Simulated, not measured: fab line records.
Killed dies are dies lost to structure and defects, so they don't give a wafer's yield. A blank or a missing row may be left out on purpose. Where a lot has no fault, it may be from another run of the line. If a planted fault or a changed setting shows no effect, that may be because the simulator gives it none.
Chamber matching ; flow nandHarc ; 3 sister chambers for NHARC_P_M0_PRE_CLEAN_31 on pecvd-01
The step time 12 s. 6 wafers are shown with their chamber, then 10 later ones without.

## WAFERS, EACH WITH ITS CHAMBER
wafer;chamber;heaterPowerW (W)
L080.2;0;588
L080.5;0;598
L082.3;2;727
L082.6;1;632
L084.1;1;686
L084.4;2;762

## WAFERS WHOSE CHAMBER IS MISSING
wafer;heaterPowerW (W)
L084.6;684
L088.3;685
L088.4;665
L088.5;703
L088.1;680
L088.2;699
L088.6;664
L091.1;695
L091.3;685
L091.6;689

## EACH ONE'S CHAMBER
wafer;from the rows above;in truth
L084.6;can't be placed: 1 or 2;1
L088.3;can't be placed: 1 or 2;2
L088.4;1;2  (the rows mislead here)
L088.5;can't be placed: 2 or 1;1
L088.1;can't be placed: 1 or 2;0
L088.2;can't be placed: 1 or 2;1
L088.6;1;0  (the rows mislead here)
L091.1;can't be placed: 1 or 2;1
L091.3;can't be placed: 1 or 2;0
L091.6;can't be placed: 1 or 2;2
Correct placement for 0 of the 10. From these rows, 8 cannot be placed; in 6 the true chamber is one of the candidates. Number placed wrongly: 2.
How it was worked out, from the rows above alone: a wafer's distance from a chamber is the root of the sum, over the readings, of the square of ((its reading less the chamber's mean) divided by the reading's scatter). If the next closest chamber is less than 2 further off than the closest, the wafer can't be placed; otherwise it belongs to the closest. Each chamber's mean is taken over the wafers shown for it. How the scatter is found: for the shown wafers, subtract from each reading the mean of its chamber, square and add these, divide the total by (wafers less chambers), then take the root.
